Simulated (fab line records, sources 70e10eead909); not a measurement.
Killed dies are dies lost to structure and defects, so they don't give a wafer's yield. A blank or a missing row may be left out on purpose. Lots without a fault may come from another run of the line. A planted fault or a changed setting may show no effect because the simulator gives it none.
Problem report in the 8D (eight disciplines) form, filled by code | flow nand_harc | the parts of the form that need people (team, actions taken, sign-off) are left out

1. THE PROBLEM
cd_nm at NHARC_A_CHANNEL_HOLE_D2_CD_MEAS_10 reads a mean of 114.0 nm on 12 wafers of 4 lots; wafers without a fault read 100.1 nm with a standard deviation of 0.4. That is +35 standard deviations from the usual mean.
The step: target cd 100 nm.
First seen on wafer L245.2, day 16 13:02, on cd_sem-03. The record holds 48 wafers of 16 lots with a number at this step. Rule for "out", or "out of limits": more than 4 standard deviations from the usual mean. The other wafers with a number count as sound.

2. WHAT IT IS AND WHAT IT IS NOT
question                    | is                     | is not
which readings at this step | cd_nm                  | -
which lots                  | L245, L247, L248, L250 | L238, L239, L240, L241, L246, L252, L255, L257, L258, L259, L260, L261
which wafers of those lots  | all that have a number | -
read on which gauges        | cd_sem-01, cd_sem-03   | cd_sem-02
when                        | from day 16 13:02      | up to then (15 sound wafers); but 21 sound wafers of L252, L255, L257, L258, L259, L260, L261 came after

3. SUSPECTS, AND WHAT RULES EACH OUT
Counting: a tool at a process step up to the reading stays a suspect if it ran every lot that is out and no sound lot after the first of them.
- the gauge at NHARC_A_CHANNEL_HOLE_D2_CD_MEAS_10: ruled out. The wafers that are out were read on 2 gauges (cd_sem-01, cd_sem-03).
- arfi_scanner-02 at NHARC_A_CHANNEL_HOLE_D2_EXPOSE_07 (exposes mask HOLE D2, target cd 100 nm): kept. It ran every lot that is out, first L245 (day 16 12:54), and no sound lot after that. Its own readings are out on those wafers: exposure_dose_mJ_cm2.
Left after counting: arfi_scanner-02 at NHARC_A_CHANNEL_HOLE_D2_EXPOSE_07.

4. THE CAUSE (what the simulator had put in)
Process parameter drift: arfi_scanner-02, from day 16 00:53 on, at NHARC_A_CHANNEL_HOLE_D2_EXPOSE_07. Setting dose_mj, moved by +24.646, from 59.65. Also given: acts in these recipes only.
Counting left only this tool.

5. THE CHAIN OF EFFECTS, in route order
Each row: a reading whose mean over the struck wafers that have a number lies more than 3 standard deviations from the usual. Only readings for which the record gives a usual standard deviation are gone through. hours: the time from each lot's start at the first step in this table that gives one to its start at this step, as a median over the lots. sigmas: the change in usual standard deviations.
hours | step                               | reading                           | usual    | on struck wafers | change | sigmas
0     | NHARC_A_CHANNEL_HOLE_D2_EXPOSE_07  | exposure_dose_mJ_cm2              | 59.60    | 80.06            | +20.46 | +99 or more
0     | NHARC_A_CHANNEL_HOLE_D2_CD_MEAS_10 | cd_nm                             | 100.1 nm | 114.0            | +13.9  | +35
8     | NHARC_A_CHANNEL_HOLE_D2_CD_MEAS_31 | cd_nm                             | 89.8 nm  | 103.2            | +13.4  | +13
8     | NHARC_A_CHANNEL_HOLE_D2_XSEM_32    | bot_cd_nm                         | 74.4 nm  | 87.4             | +13.0  | +11
270   | NHARC_END_WLT_00                   | VT_DECK2_BOTTOM                   | 0.870    | 0.903            | +0.033 | +4.5
270   | NHARC_END_WLT_00                   | VT_DECK2_BOTTOM_INNER             | 0.870    | 0.907            | +0.037 | +5.3
270   | NHARC_END_WLT_00                   | VT_DECK2_MEDIAN_NEAR_BOTTOM       | 0.870    | 0.904            | +0.034 | +4.6
270   | NHARC_END_WLT_00                   | VT_DECK2_MEDIAN_NEAR_BOTTOM_INNER | 0.870    | 0.904            | +0.034 | +4.7
270   | NHARC_END_WLT_00                   | VT_DECK2_MIDDLE                   | 0.883    | 0.912            | +0.029 | +3.6
270   | NHARC_END_WLT_00                   | VT_DECK2_MIDDLE_INNER             | 0.883    | 0.915            | +0.032 | +4.2
270   | NHARC_END_WLT_00                   | VT_DECK2_TOP                      | 0.895    | 0.923            | +0.028 | +3.8
270   | NHARC_END_WLT_00                   | VT_DECK2_TOP_INNER                | 0.895    | 0.924            | +0.029 | +4.1
The process steps in it:
- NHARC_A_CHANNEL_HOLE_D2_EXPOSE_07: exposes mask HOLE D2, target cd 100 nm.
- NHARC_A_CHANNEL_HOLE_D2_XSEM_32

6. WHAT WOULD HAVE CAUGHT IT SOONER
In this record the first reading out of limits at a measuring or inspecting step was taken at day 16 13:02, 12 hours after the fault began at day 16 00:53.
The tool's own readings at NHARC_A_CHANNEL_HOLE_D2_EXPOSE_07 were out on every struck wafer that the step has a row for (exposure_dose_mJ_cm2): an alarm limit on them would have fired on the first of those.
Of the lots that are out (4), L247, L248, L250 began NHARC_A_CHANNEL_HOLE_D2_EXPOSE_07 on arfi_scanner-02 after day 16 13:02. A hold on the tool at that time would have spared those 3.
